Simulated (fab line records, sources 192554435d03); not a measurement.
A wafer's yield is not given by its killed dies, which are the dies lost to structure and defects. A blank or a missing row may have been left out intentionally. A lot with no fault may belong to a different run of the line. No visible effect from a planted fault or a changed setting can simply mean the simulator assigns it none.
Chamber matching ; flow n5 finfet ; 4 sister chambers for N5_BEOL_M0_ALD_136 on ald metal-03
The step deposits TaN, pulse time 2 s, purge time 3 s, co reactant purge time 2 s. 4 wafers are shown with their chamber, then 7 later ones without.

WAFERS, EACH WITH ITS CHAMBER
wafer;chamber;heater power w (W)
L078.2;2;475
L085.1;1;408
L087.1;0;514
L087.2;3;404

WAFERS MISSING THEIR CHAMBER
wafer;heater power w (W)
L087.5;505
L086.1;493
L086.5;483
L086.6;417
L097.4;413
L097.5;524
L097.6;412

WHICH CHAMBER EACH WENT THROUGH
wafer;from the rows above;in truth
L087.5;0;0
L086.1;can't be placed: 2 or 0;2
L086.5;2;2
L086.6;can't be placed: 1 or 3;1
L097.4;can't be placed: 1 or 3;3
L097.5;0;0
L097.6;can't be placed: 1 or 3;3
Correctly placed: 3 of 7. Can't be placed from these rows: 4 (the true chamber is among the candidates in 4). Wrongly placed: 0.
How it was worked out, from the rows above alone: a wafer's distance from a chamber is the root of the sum, over the readings, of the square of ((its reading less the chamber's mean) divided by the reading's scatter). The wafer belongs to the nearest chamber; if the next one is less than 2 further off, it can't be placed. A chamber's mean is the mean of its shown wafers. The scatter (one wafer shown for each chamber): square how far every hidden wafer sits from the nearest shown wafer, average those squares and take the square root.
